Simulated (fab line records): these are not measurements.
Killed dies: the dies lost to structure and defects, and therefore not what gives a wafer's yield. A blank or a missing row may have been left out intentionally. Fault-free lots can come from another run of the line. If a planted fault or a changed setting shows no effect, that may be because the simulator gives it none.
Commonality check across tools    flow nand_harc    12 lots, 36 wafers sampled

WHAT PROMPTED THE OPENING
Flagged at NHARC_END_SORT_01: reading killed_at_array, on 2 of 12 lots. Wafers without a fault read 58, standard deviation 15.
Rule: a lot gets a flag if all its wafers with a number sit over 4 standard deviations from that mean, or if no wafer of it has a number. The rest of the lots are taken to be sound.

lot   measured      on         killed_at_array, wafer by wafer  flag
L742  day 24 04:58  prober-02  71 66 82                         
L744  day 24 14:47  prober-01  79 60 66                         
L743  day 24 14:47  prober-02  59 54 58                         
L747  day 25 19:49  prober-01  43 48 58                         
L749  day 27 20:07  prober-02  61 67 53                         
L757  day 30 11:59  prober-01  673 675 674                      FLAGGED
L755  day 30 12:04  prober-02  674 671 669                      FLAGGED
L760  day 32 05:58  prober-02  39 51 49                         
L762  day 32 19:12  prober-01  68 67 55                         
L763  day 33 04:34  prober-02  57 63 61                         
L765  day 33 20:29  prober-01  44 55 49                         
L764  day 35 07:50  prober-01  52 53 56                         
On average the flagged lots' numbers are 673, which is +615 against the usual, or +41 standard deviations.

LOT BY LOT: THE TOOL USED
Before the reading, the record contains 4 process steps out of a 1302-step route. Every cell lists first the tool, next ch and the chambers used by the sampled wafers, and last the start.
lot   flag     NHARC_A_SLIT_ETCH_26              NHARC_A_WL_FILL_ETCHBACK_05        NHARC_A_WL_FILL_STRIP_27              NHARC_A_WL_FILL_STRIP_29
L742           har_etch-01 ch 0,1, day 19 19:38  rie_metal-03 ch 0,1, day 20 05:19  plasma_asher-02 ch 0,1, day 20 05:29  rie_diel-09 ch 1,2,3, day 20 16:14
L744           har_etch-01 ch 0,1, day 20 09:39  rie_metal-03 ch 0,1, day 20 19:17  plasma_asher-02 ch 0,1, day 20 19:25  rie_diel-09 ch 2,3, day 21 05:37
L743           har_etch-02 ch 0,1, day 20 11:58  rie_metal-02 ch 0,1, day 20 21:40  plasma_asher-02 ch 0,1, day 20 21:48  rie_diel-03 ch 0,2,3, day 21 05:32
L747           har_etch-02 ch 0,1, day 21 15:06  rie_metal-03 ch 1, day 22 00:49    plasma_asher-02 ch 0,1, day 22 00:58  rie_diel-10 ch 0,3, day 22 10:31
L749           har_etch-02 ch 0,1, day 23 01:45  rie_metal-02 ch 0,1, day 23 11:19  plasma_asher-02 ch 0,1, day 23 11:29  rie_diel-03 ch 0,3, day 23 23:20
L757  FLAGGED  har_etch-01 ch 0,1, day 25 22:43  rie_metal-03 ch 0,1, day 26 08:24  plasma_asher-01 ch 0,1, day 26 09:02  rie_diel-10 ch 0,1, day 26 22:50
L755  FLAGGED  har_etch-02 ch 0,1, day 26 00:31  rie_metal-01 ch 0,1, day 26 11:00  plasma_asher-01 ch 0,1, day 26 11:08  rie_diel-09 ch 0,2,3, day 26 22:58
L760           har_etch-02 ch 0,1, day 27 19:45  rie_metal-03 ch 0,1, day 28 05:22  plasma_asher-01 ch 0,1, day 28 05:30  rie_diel-10 ch 1,3, day 28 15:08
L762           har_etch-02 ch 0,1, day 28 00:22  rie_metal-02 ch 0,1, day 28 11:16  plasma_asher-01 ch 0,1, day 28 11:26  rie_diel-03 ch 1,2,3, day 28 21:31
L763           har_etch-01 ch 0,1, day 28 10:47  rie_metal-03 ch 0,1, day 28 20:26  plasma_asher-02 ch 1, day 28 21:13    rie_diel-10 ch 1,2,3, day 29 09:02
L765           har_etch-02 ch 0,1, day 29 10:47  rie_metal-03 ch 0,1, day 29 20:25  plasma_asher-02 ch 0,1, day 29 20:34  rie_diel-09 ch 0,2, day 30 07:18
L764           har_etch-01 ch 1, day 30 19:28    rie_metal-03 ch 0,1, day 31 05:19  plasma_asher-02 ch 0,1, day 31 05:28  rie_diel-10 ch 0,1,2, day 31 17:53
What these steps do:
- NHARC_A_SLIT_ETCH_26: etches the open film in C4F8/O2/Ar, time 90 s, target depth 400 nm.
- NHARC_A_WL_FILL_ETCHBACK_05: etches the open film in Cl2/BCl3, target depth 22 nm, time 60 s.
- NHARC_A_WL_FILL_STRIP_27: strips in N2/H2, time 20 s.
- NHARC_A_WL_FILL_STRIP_29: strips in O2, time 20 s.
- NHARC_END_SORT_01

FLAGGED OVER TOTAL, TOOL BY TOOL (the gauges that took the reading come last)
step                         tool             lots run  flagged  share of the flagged lots  sound lots run after its first flagged lot
NHARC_A_SLIT_ETCH_26         har_etch-01      5         1        some                       2 (L763,L764)
NHARC_A_SLIT_ETCH_26         har_etch-02      7         1        some                       3 (L760,L762,L765)
NHARC_A_WL_FILL_ETCHBACK_05  rie_metal-01     1         1        some                       0
NHARC_A_WL_FILL_ETCHBACK_05  rie_metal-02     3         0        none                       -
NHARC_A_WL_FILL_ETCHBACK_05  rie_metal-03     8         1        some                       4 (L760,L763,L765,L764)
NHARC_A_WL_FILL_STRIP_27     plasma_asher-01  4         2        all                        2 (L760,L762)
NHARC_A_WL_FILL_STRIP_27     plasma_asher-02  8         0        none                       -
NHARC_A_WL_FILL_STRIP_29     rie_diel-03      3         0        none                       -
NHARC_A_WL_FILL_STRIP_29     rie_diel-09      4         1        some                       1 (L765)
NHARC_A_WL_FILL_STRIP_29     rie_diel-10      5         1        some                       3 (L760,L763,L764)
NHARC_END_SORT_01            prober-01        6         1        some                       3 (L762,L765,L764)
NHARC_END_SORT_01            prober-02        6         1        some                       2 (L760,L763)

THE TABLE: WHAT IT ALLOWS
In the table, 1 row covers all flagged lots: plasma_asher-01 at NHARC_A_WL_FILL_STRIP_27.
- plasma_asher-01 at NHARC_A_WL_FILL_STRIP_27: 2 of its 4 lots flagged. Lots that were sound ran on it after the first flagged one (L760, L762); a persistent fault on the entire tool would not allow that.
Every row of the table either missed a flagged lot or ran a sound lot after the first.

WHAT THE SIMULATOR HAD INSERTED
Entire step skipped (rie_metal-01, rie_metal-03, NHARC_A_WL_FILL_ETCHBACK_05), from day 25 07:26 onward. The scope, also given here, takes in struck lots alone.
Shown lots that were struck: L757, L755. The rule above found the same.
